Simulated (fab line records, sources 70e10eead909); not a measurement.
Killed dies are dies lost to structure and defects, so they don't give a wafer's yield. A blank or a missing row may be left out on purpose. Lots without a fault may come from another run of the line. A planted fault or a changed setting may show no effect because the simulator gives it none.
Which tool did it? | flow nand_harc | 6 lots, 18 wafers sampled, at 2 steps of a route of 1302

WHAT THE GAUGES READ, wafer by wafer
NHARC_A_ONON_D2_THK_MEAS_27: measures by ellipsometry.
lot  | measured     | on            | thk_nm (nm)
L687 | day 13 14:19 | film_metro-02 | 997 1001 999
L690 | day 14 20:50 | film_metro-01 | 1029 1030 1029
L693 | day 15 15:17 | film_metro-02 | 1004 1005 1005
L697 | day 17 14:09 | film_metro-02 | 984 984 985
L703 | day 20 09:01 | film_metro-02 | 974 740 974 973 741 972
L709 | day 22 06:19 | film_metro-01 | 1009 1009 1011

WHICH TOOL RAN EACH LOT (tool, then ch and the chambers of the sampled wafers, then the start)
lot  | NHARC_A_ONON_D2_DEP_25
L687 | pecvd_onon-04 ch 0, day 13 13:52
L690 | pecvd_onon-02 ch 0, day 14 20:26
L693 | pecvd_onon-04 ch 0, day 15 14:50
L697 | pecvd_onon-03 ch 0, day 17 13:38
L703 | pecvd_onon-02 ch 0, day 20 08:30
L709 | pecvd_onon-03 ch 0, day 22 05:52
- NHARC_A_ONON_D2_DEP_25: target thk 1000 nm.

THE ANSWER, worked out from the rows above alone
Rule: what is usual is taken from the lots themselves. Put in order of their means at a reading, lots are off if they are a third of the lots or fewer, leave a main group of 4 or more, and stand apart from it by a gap of 3 or more times the standard deviation of the main group's means; of several such gaps the widest counts. A main group whose means are all the same, to the digits that the tables above print for the reading, isn't used. A lot without any number at a reading at which 4 lots or more have one is off too. The other lots that the step has rows for count as sound.
Off: L703, at NHARC_A_ONON_D2_THK_MEAS_27 (thk_nm). The main group: mean 1005 nm, standard deviation 15.
A tool fits if, at a process step before that reading, it ran every lot that is off, and no sound lot after the first of them. The gauges at NHARC_A_ONON_D2_THK_MEAS_27 are tried like those tools. Can't be told from this: 2 tools fit, pecvd_onon-02 at NHARC_A_ONON_D2_DEP_25, film_metro-02 at NHARC_A_ONON_D2_THK_MEAS_27.

WHAT THE SIMULATOR HAD PUT IN
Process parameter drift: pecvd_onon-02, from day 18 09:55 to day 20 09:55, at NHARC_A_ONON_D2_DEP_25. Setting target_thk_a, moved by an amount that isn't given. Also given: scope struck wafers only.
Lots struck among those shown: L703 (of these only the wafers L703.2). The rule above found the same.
